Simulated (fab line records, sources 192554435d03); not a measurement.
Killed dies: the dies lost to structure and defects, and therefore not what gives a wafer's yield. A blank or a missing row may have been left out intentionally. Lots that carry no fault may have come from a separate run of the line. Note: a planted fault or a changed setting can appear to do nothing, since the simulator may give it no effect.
fab line records | flow n5_finfet
record lots=3 | wafers=9 | last_day=18
route steps=1938 shown BEOL_M15@1819 PASS1_DEP@1831 MIM_BOT@1832 MIM_TOP@1834 MIM_TOP_LITHO@1839 MIM_TOP_ETCH@1851 MIM_BOT_LITHO@1854 MIM_BOT_ETCH@1868 PASSIVATION@1936
lots that met no fault: taken from a fault-free run of the same line
start_h: the number of hours between the record's first day and the start of the first shown wafer of the lot | wait_h: how many hours have passed since the lot's step before this one | " unchanged from the row above | L1.1+2: one row covering several wafers at once | - no value, or no start given | * or withheld: withheld | < > ~ a bound
route shown NAME@n: names a module that has steps shown in the file, with the first one's number in the route | usual: average and standard deviation across the fault-free wafers | same: alike in all rows | chamber/n: place in a boat | sites: readings site by site | _std_site: how widely they spread, as a standard deviation | _edge_site: mean of outer sites minus mean of inner sites | radius_mm: for every site, how far away it sits from the centre of the wafer | mask NAME#n: copy n | behind: the most recent tool/chamber to have shaped the wafer | hold: what put the lot on hold/how long, in hours/how the hold closed | device: which transistor (n, p or np) failed to switch | end of line: the route-end tests of the same wafers | where a step has no rows: the recipe by itself | killed: not the wafer's yield, but the dies lost to structure and defects at the first sort | map: dies across one wafer; x = killed, . = not, _ = none there
set.NAME: the setting the step ran with; set.NAME@STEP: the setting that earlier step ran with | model.NAME: the simulator's own value behind a step, which no gauge read
a table for each step, a row for each wafer; lots at some steps of the route
services: when a tool's chamber went out of use (start_h, in hours from the record's first day, below 0 if earlier), for how many hours, and the reason
## steps
# step N5_BEOL_M15_SPUTTER_43
# recipe material=TaN | target_thk_a=150 | temp_c=50 | bias_v=168.6 | power_w=15000 | chamber_pressure_pa=0.12 | time_s=24.19
# step N5_BEOL_M15_SPUTTER_44
# recipe material=Ta | target_thk_a=150 | temp_c=50 | bias_v=80 | power_w=15000 | chamber_pressure_pa=0.07 | time_s=24.19
# step N5_BEOL_M15_SPUTTER_45
# recipe material=Cu | target_thk_a=1000 | temp_c=-20 | bias_v=60 | power_w=26000 | chamber_pressure_pa=0.13 | time_s=16.67
# step N5_BEOL_M15_ECD_47
# recipe material=Cu | target_thk_a=18600
# step N5_BEOL_M15_ANNEAL_48
# recipe temp_c=225 | time_s=90 | ambient=N2
# step N5_BEOL_M15_CMP_49
# recipe stop_on=SiO2 | t_overpolish_s=4.9 | down_force_psi=2 | platen_rpm=80 | clearing_platen_down_force_psi=2 | clearing_platen_rpm=80 | post_cmp_clean=cu_alkaline | target_thk_nm=850 | clearing_platen_pad_velocity_m_s=1.5917 | pad_velocity_m_s=1.5917
# step N5_BEOL_M15_PRE_CLEAN_52
# recipe gas=NH3 | time_s=15 | temp_c=withheld | rf_power_w=300
# step N5_BEOL_M15_DEP_53
# recipe material=SiCN | target_thk_a=500 | temp_c=withheld | precursor=3MS/NH3 | pressure_torr=3 | rf_w=675 | time_s=17.8
# step N5_PASSIVATION_PECVD_00
# recipe material=SiO2 | target_thk_a=2000 | temp_c=400 | precursor=SiH4/N2O | pressure_torr=2.7 | rf_w=608 | time_s=11.2
# usual heater_power_w=634/130 | showerhead_plenum_p_Torr=8.14/0.087 | throttle_valve_pct=51.7/2.7
lot.wafer | tool     | chamber | start_h | wait_h | heater_power_w | showerhead_plenum_p_Torr | throttle_valve_pct | model.SiO2_of_PASSIVATION_PECVD_00.thk_nm
L518.1    | pecvd-01 | 1       | 340.58  | 0.8    | 678            | 8.09                     | 56.0               | 199.8
L518.3    | "        | 2       | "       | "      | 592            | 8.17                     | 46.2               | 198.4
L518.4    | "        | 0       | "       | "      | 545            | 8.21                     | 52.9               | 202.6
L524.2    | pecvd-01 | 2       | 357.61  | 0.7    | 618            | 8.16                     | 46.3               | 196.6
L524.3    | "        | 2       | "       | "      | 618            | 8.17                     | 46.4               | 199.2
L524.6    | "        | 0       | "       | "      | 590            | 8.23                     | 52.8               | 91.2
L533.1    | pecvd-04 | 1       | 420.97  | 0.8    | 737            | 8.09                     | 52.2               | 200.4
L533.2    | "        | 0       | "       | "      | 488            | 8.02                     | 53.4               | 197.4
L533.4    | "        | 0       | "       | "      | 502            | 7.98                     | 53.4               | 201.8
# step N5_MIM_BOT_DEGAS_01
# recipe ambient=vacuum | temp_c=300 | time_s=60
# step N5_MIM_BOT_SPUTTER_00
# recipe material=TiN | target_thk_a=350 | temp_c=200 | power_w=3000 | chamber_pressure_pa=0.49996 | gas=Ar | reactive_partial_pa=0.37997 | time_s=89.7
# step N5_MIM_TOP_ALD_00
# recipe material=Al2O3 | target_thk_a=* | temp_c=withheld | ald_precursor_family=TMA | ald_co_reactant=O3 | pulse_time_s=withheld | purge_time_s=3 | co_reactant_purge_time_s=withheld | co_reactant_pulse_time_s=3 | ald_cycles=withheld
# step N5_MIM_TOP_ALD_01
# recipe material=HfO2 | target_thk_a=56 | temp_c=withheld | ald_precursor_family=Hf-amide | ald_co_reactant=O3 | pulse_time_s=1 | purge_time_s=3 | co_reactant_purge_time_s=2 | co_reactant_pulse_time_s=3 | ald_cycles=62
# step N5_MIM_TOP_ALD_02
# recipe material=Al2O3 | target_thk_a=* | temp_c=withheld | ald_precursor_family=TMA | ald_co_reactant=O3 | pulse_time_s=withheld | purge_time_s=3 | co_reactant_purge_time_s=withheld | co_reactant_pulse_time_s=3 | ald_cycles=withheld
# step N5_MIM_TOP_DEGAS_04
# recipe ambient=vacuum | temp_c=300 | time_s=60
# step N5_MIM_TOP_SPUTTER_03
# recipe material=TiN | target_thk_a=350 | temp_c=200 | power_w=3000 | chamber_pressure_pa=0.49996 | gas=Ar | reactive_partial_pa=0.37997 | time_s=89.7
# step N5_MIM_TOP_LITHO_HMDS_01
# recipe time_s=60 | temp_c=120
# step N5_MIM_TOP_LITHO_COAT_02
# recipe spin_rpm=* | resist_thk_nm=*
# step N5_MIM_TOP_LITHO_EBR_04
# recipe solvent=PGMEA | ebr_width_mm=1.5
# step N5_MIM_TOP_LITHO_SOFTBAKE_03
# recipe temp_c=100 | time_s=90
# step N5_MIM_TOP_LITHO_EXPOSE_05
# recipe mask_id=MIM_TOP | na=0.55 | source_shape=conventional | sigma_outer=0.8 | polarization=unpolarized | target_cd_nm=2000 | dose_mj=20.5
# step N5_MIM_TOP_LITHO_PEB_06
# recipe peb_temp_c=withheld | peb_time_s=*
# step N5_MIM_TOP_LITHO_DEVELOP_07
# recipe develop_time_s=60 | rinse_liquid=diw | dry=air_spin | dev_temp_c=21
# step N5_MIM_TOP_LITHO_HARDBAKE_09
# recipe temp_c=130 | time_s=120
# step N5_MIM_TOP_LITHO_DESCUM_10
# recipe chemistry=O2 | time_s=7.9 | source_power_w=50 | bias_power_w=20 | pressure_mtorr=20 | rf_frequency_hz=2.712e+07 | temp_c=40 | o2_flow_sccm=225
# step N5_MIM_TOP_ETCH_ETCH_00
# recipe chemistry=Cl2/BCl3 | target=TiN | target_depth_a=385 | ion_energy_ev=150 | pressure_mtorr=10 | icp_w=1000 | bias_w=126 | Cl2_flow_sccm=53.25 | bcl3_flow_sccm=21.75 | Ar_flow_sccm=25
# step N5_MIM_TOP_ETCH_STRIP_01
# recipe chemistry=O2 | power_w=600 | temp_c=60 | pressure_mtorr=30 | rf_frequency_hz=6e+07 | bias_power_w=0 | overash_fraction=0.5 | o2_flow_sccm=225
# step N5_MIM_TOP_ETCH_PECVD_03
# recipe material=SiNx | target_thk_a=200 | temp_c=400 | precursor=SiH4/NH3/N2 | pressure_torr=1.5 | rf_w=300 | time_s=17.6
# step N5_MIM_BOT_LITHO_HMDS_01
# recipe time_s=60 | temp_c=120
# step N5_MIM_BOT_LITHO_COAT_02
# recipe spin_rpm=* | resist_thk_nm=*
# step N5_MIM_BOT_LITHO_EBR_04
# recipe solvent=PGMEA | ebr_width_mm=1.5
# step N5_MIM_BOT_LITHO_SOFTBAKE_03
# recipe temp_c=100 | time_s=90
# step N5_MIM_BOT_LITHO_EXPOSE_05
# recipe mask_id=MIM_BOT | na=0.55 | source_shape=conventional | sigma_outer=0.8 | polarization=unpolarized | dose_mj=24.25
# step N5_MIM_BOT_LITHO_PEB_06
# recipe peb_temp_c=withheld | peb_time_s=*
# step N5_MIM_BOT_LITHO_DEVELOP_07
# recipe develop_time_s=60 | rinse_liquid=diw | dry=air_spin | dev_temp_c=21
# step N5_MIM_BOT_ETCH_ETCH_00
# recipe chemistry=Cl2/BCl3 | target=TiN | target_depth_a=455 | ion_energy_ev=150 | pressure_mtorr=10 | icp_w=1000 | bias_w=126 | Cl2_flow_sccm=53.25 | bcl3_flow_sccm=21.75 | Ar_flow_sccm=25
# usual drypump_motor_current_A=5.7/0.52 | oes_product_au=0.81/0.077 | throttle_valve_pct=21.79/0.19
lot.wafer | tool         | chamber | start_h | wait_h | drypump_motor_current_A | oes_product_au | rf_hours_counter_h | throttle_valve_pct | model.SiO2_of_PASSIVATION_PECVD_00.thk_nm
L518.1    | rie_metal-03 | 1       | 344.89  | 0.1    | 5.5                     | 0.83           | 27                 | 22.21              | 197.4
L518.3    | "            | 0       | "       | "      | 4.9                     | 0.87           | -                  | 21.48              | 195.8
L518.4    | "            | 1       | "       | "      | 5.5                     | 0.83           | -                  | 22.21              | 200
L524.2    | rie_metal-02 | 1       | 365.41  | 0.1    | 6.1                     | 0.75           | 56                 | 21.68              | 193.8
L524.3    | "            | 0       | "       | "      | 6.2                     | 0.73           | -                  | 21.79              | 196.6
L524.6    | "            | 1       | "       | "      | 6.2                     | 0.75           | -                  | 21.70              | 88.6
L533.1    | rie_metal-01 | 1       | 425.63  | 0.1    | 5.2                     | 0.90           | 8                  | 21.78              | 197.8
L533.2    | "            | 1       | "       | "      | 5.2                     | 0.90           | -                  | 21.79              | 194.8
L533.4    | "            | 1       | "       | "      | 5.2                     | 0.90           | -                  | 21.77              | 199.2
# step N5_PASSIVATION_PROBE_49
# usual defect_limited_yield=91.2/1.4 | killed_at_M0_to_M3=36/11 | killed_at_M4_up=14/5.6 | killed_at_contacts=12/5.9 | killed_at_front_end=38/13 | killed_at_other=3.5/2.7 | killed_dies=104/17 | killed_on_rim=14/3.9 | killed_open=68/12 | killed_short=34/8.2 | sort_bin_5_function=5.1/0.95 | sort_bin_6_memory=3.3/0.7 | sort_n_pass=1076/17 | sort_yield_pct=91.2/1.4
# same gross_dies=1180 | killed_at_back_side=0 | sort_bin_4_leakage[%]=0 | sort_bin_8_speed[%]=0
lot.wafer | tool      | chamber | start_h | wait_h | defect_limited_yield[%] | killed_at_M0_to_M3 | killed_at_M4_up | killed_at_contacts | killed_at_front_end | killed_at_other | killed_dies | killed_on_rim | killed_open | killed_short | sort_bin_5_function[%] | sort_bin_6_memory[%] | sort_n_pass | sort_yield_pct[%]
L518.1    | prober-02 | -       | 353.12  | 0.0    | 91.7                    | 35                 | 5               | 5                  | 52                  | 1               | 98          | 13            | 59          | 35           | 4.3                    | 3.1                  | 1082        | 91.7
L518.3    | prober-02 | -       | 353.22  | 0.1    | 90.1                    | 44                 | 5               | 3                  | 62                  | 3               | 117         | 12            | 74          | 37           | 5.6                    | 3.5                  | 1063        | 90.1
L518.4    | prober-02 | -       | 353.27  | 0.2    | 92.7                    | 39                 | 6               | 5                  | 32                  | 4               | 86          | 11            | 57          | 28           | 4.1                    | 2.9                  | 1094        | 92.7
L524.2    | prober-01 | -       | 373.83  | 0.1    | 91.8                    | 34                 | 21              | 8                  | 26                  | 8               | 97          | 13            | 65          | 30           | 5.2                    | 2.8                  | 1083        | 91.8
L524.3    | prober-01 | -       | 373.88  | 0.1    | 91.9                    | 23                 | 15              | 26                 | 22                  | 9               | 95          | 13            | 60          | 35           | 5.3                    | 2.6                  | 1085        | 91.9
L524.6    | prober-01 | -       | 374.03  | 0.3    | 90.8                    | 57                 | 6               | 20                 | 18                  | 7               | 108         | 20            | 71          | 36           | 5.3                    | 3.6                  | 1072        | 90.8
L533.1    | prober-01 | -       | 434.47  | 0.0    | 93.0                    | 29                 | 4               | 14                 | 35                  | 1               | 83          | 8             | 44          | 33           | 4.2                    | 1.9                  | 1097        | 93.0
L533.2    | prober-01 | -       | 434.52  | 0.1    | 90.9                    | 36                 | 11              | 11                 | 45                  | 4               | 107         | 16            | 69          | 35           | 5.8                    | 3.0                  | 1073        | 90.9
L533.4    | prober-01 | -       | 434.62  | 0.2    | 90.5                    | 45                 | 13              | 15                 | 33                  | 6               | 112         | 14            | 60          | 48           | 5.4                    | 3.7                  | 1068        | 90.5
# killed by level:class
L518.1 FIN_SAQP:geometric_particle:open=12 BEOL_M0_SAQP:geometric_particle:short=11 BEOL_M1:geometric_particle:open=8 DUMMY_GATE:geometric_particle:open=7 BEOL_M0_SAQP:geometric_particle:open=7 STI_FIN_REVEAL:geometric_particle:open=6 GATE_CUT:geometric_particle:short=5 MOL_CONTACT_COAG:geometric_particle:open=5
L518.3 STI_FIN_REVEAL:geometric_particle:open=19 BEOL_M1:geometric_particle:open=11 BEOL_M0_SAQP:geometric_particle:open=10 FIN_SAQP:geometric_particle:open=8 GATE_CUT:geometric_particle:short=8 BEOL_M0_SAQP:geometric_particle:short=7 FIN_SAQP:geometric_particle:short=6 HKMG_FIN:area_etch=6
L518.4 BEOL_M1:geometric_particle:open=10 BEOL_M3:geometric_particle:open=10 FIN_SAQP:geometric_particle:open=7 STI_FIN_REVEAL:geometric_particle:open=7 BEOL_M0_SAQP:geometric_particle:short=7 FIN_SAQP:geometric_particle:short=6 BEOL_M0_SAQP:geometric_particle:open=6 MOL_CONTACT_COAG:geometric_particle:open=5
L524.2 BEOL_M2:geometric_particle:open=10 BEOL_M4:geometric_particle:open=8 MOL_CONTACT_COAG:geometric_particle:open=7 GATE_CUT:geometric_particle:short=6 FIN_SAQP:geometric_particle:open=5 STI_FIN_REVEAL:geometric_particle:open=5 BEOL_M1:geometric_particle:open=4 BEOL_M1:geometric_particle:short=4
L524.3 MOL_CONTACT_COAG:geometric_particle:open=23 BEOL_M2:geometric_particle:open=8 BEOL_M4:geometric_particle:open=6 BEOL_M2:geometric_particle:short=6 STI_FIN_REVEAL:geometric_particle:open=4 GATE_CUT:geometric_particle:short=3 MOL_CONTACT_COAG:geometric_particle:short=3 BEOL_M0_SAQP:geometric_particle:short=3
L524.6 MOL_CONTACT_COAG:geometric_particle:open=17 BEOL_M3:geometric_particle:open=14 BEOL_M0_SAQP:geometric_particle:open=11 BEOL_M0_SAQP:geometric_particle:short=11 BEOL_M2:geometric_particle:open=7 MIM_TOP_ETCH:geometric_particle:short=5 STARTING-WAFER:geometric_particle:open=5 BEOL_M2:geometric_particle:short=4
L533.1 MOL_CONTACT_COAG:geometric_particle:open=11 GATE_CUT:geometric_particle:short=6 BEOL_M1:geometric_particle:open=6 FIN_SAQP:geometric_particle:short=5 FIN_SAQP:geometric_particle:open=5 BEOL_M0_SAQP:geometric_particle:short=5 DUMMY_GATE:geometric_particle:open=4 BEOL_M0_SAQP:geometric_particle:open=4
L533.2 FIN_SAQP:geometric_particle:open=13 FIN_SAQP:geometric_particle:short=12 BEOL_M1:geometric_particle:open=11 MOL_CONTACT_COAG:geometric_particle:open=8 BEOL_M0_SAQP:geometric_particle:short=6 BEOL_M0_SAQP:geometric_particle:open=6 BEOL_M3:geometric_particle:open=4 BEOL_M4:geometric_particle:open=4
L533.4 MOL_CONTACT_COAG:geometric_particle:open=9 BEOL_M0_SAQP:geometric_particle:short=9 BEOL_M3:geometric_particle:open=9 MOL_CONTACT_COAG:geometric_particle:short=6 BEOL_M0_SAQP:geometric_particle:open=6 BEOL_M1:geometric_particle:open=5 SPACER0:geometric_particle:short=4 BEOL_M1:geometric_particle:short=4
## services
tool         | chamber | start_h | hours | kind
rie_metal-01 | 1       | 334.52  | -     | clean
rie_metal-01 | 1       | 334.52  | 17.6  | scheduled_down
rie_metal-01 | 1       | 334.52  | 17.6  | vent_cycle
pecvd-04     | 1       | 349.67  | 2.1   | scheduled_down
pecvd-01     | 1       | 354.25  | 5.5   | scheduled_down
rie_metal-01 | 0       | 365.66  | 2.9   | repair
pecvd-04     | 2       | 369.30  | 6.7   | repair
pecvd-04     | 0       | 375.58  | 2.1   | scheduled_down
rie_metal-03 | -       | 380.14  | 2.8   | pm
pecvd-01     | 1       | 383.62  | -     | clean
pecvd-01     | 1       | 383.62  | -     | consumable_replace:showerhead
pecvd-01     | 1       | 383.62  | 29.0  | scheduled_down
pecvd-01     | 1       | 383.62  | 29.0  | vent_cycle
rie_metal-01 | 0       | 414.56  | 19.4  | repair
pecvd-01     | 2       | 417.25  | 5.5   | scheduled_down
pecvd-04     | 2       | 418.68  | 2.1   | scheduled_down
## key
first_sign none at tools or gauges
model_effect step=N5_PASSIVATION_PECVD_00 | value=SiO2_of_PASSIVATION_PECVD_00.thk_nm | without=203.2 | struck=91.2
model_effect step=N5_MIM_BOT_ETCH_ETCH_00 | value=SiO2_of_PASSIVATION_PECVD_00.thk_nm | without=200.4 | struck=88.6
met_at N5_PASSIVATION_PECVD_00
struck_wafers L524.6
onset_between 340.58 357.61
fault kind=process_parameter_drift | tool=pecvd-01 | chamber=- | onset_h=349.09 | steps=N5_PASSIVATION_PECVD_00 | channel=time_s | offset=* | shape=step | end_h=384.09 | scope=struck_wafers_only | acts_in=* | stated=*
